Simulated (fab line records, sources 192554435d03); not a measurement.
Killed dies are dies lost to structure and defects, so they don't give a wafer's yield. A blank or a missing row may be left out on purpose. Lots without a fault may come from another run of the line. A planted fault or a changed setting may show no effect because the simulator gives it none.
Chamber matching | flow n5_finfet | N5_ILD0_LINER_00 on ald_sin-03: 4 sister chambers
The step material SiNx, target thk 4 nm, pulse time 1 s, purge time 2 s. 16 wafers are shown with their chamber, then 8 later ones without.

WAFERS WITH THEIR CHAMBER
wafer  | chamber | heater_power_w (W) | precursor_pulse_height_rel
L077.1 | 0       | 777                | 0.999
L077.2 | 1       | 812                | 1.018
L077.5 | 3       | 927                | 0.994
L078.2 | 1       | 796                | 1.036
L078.3 | 2       | 779                | 0.995
L078.5 | 2       | 794                | 1.027
L079.1 | 1       | 787                | 1.008
L079.2 | 0       | 792                | 0.995
L079.6 | 2       | 794                | 0.965
L081.2 | 2       | 772                | 0.973
L081.3 | 3       | 939                | 0.995
L081.6 | 3       | 947                | 0.999
L087.1 | 2       | 797                | 1.010
L087.4 | 3       | 946                | 1.022
L087.5 | 0       | 772                | 0.989
L091.2 | 0       | 802                | 1.005

SIGNATURES (means of the wafers above)
reading                    | chamber 0 | chamber 1 | chamber 2 | chamber 3 | scatter within a chamber
heater_power_w             | 785.75    | 798.33    | 787.20    | 939.75    | 11.7
precursor_pulse_height_rel | 0.99700   | 1.02067   | 0.99400   | 1.00250   | 0.0175
Rule: a wafer's distance from a chamber is the root of the sum, over the readings, of the square of ((its reading less the chamber's mean) divided by the reading's scatter). The wafer belongs to the nearest chamber; if the next one is less than 2 further off, it can't be placed. The scatter: the root of (the sum of the squares of (reading less its chamber's mean) over the shown wafers, divided by (wafers less chambers)).

WAFERS WITHOUT THEIR CHAMBER
wafer  | heater_power_w (W) | precursor_pulse_height_rel
L091.3 | 781                | 1.015
L091.5 | 908                | 1.001
L093.1 | 796                | 1.001
L093.5 | 801                | 1.006
L093.6 | 797                | 0.990
L095.1 | 796                | 1.028
L095.3 | 792                | 1.027
L095.5 | 959                | 0.973

WHICH CHAMBER EACH WENT THROUGH
wafer  | from the rows above          | in truth
L091.3 | can't be placed: 0 or 2 or 1 | 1
L091.5 | 3                            | 3
L093.1 | can't be placed: 2 or 0 or 1 | 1
L093.5 | can't be placed: 1 or 2 or 0 | 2
L093.6 | can't be placed: 2 or 0 or 1 | 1
L095.1 | can't be placed: 1 or 0 or 2 | 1
L095.3 | can't be placed: 1 or 0 or 2 | 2
L095.5 | 3                            | 3
Placed correctly: 2 of 8. Can't be placed from these rows: 6 (the true chamber is among the candidates in 6). Placed wrongly: 0.
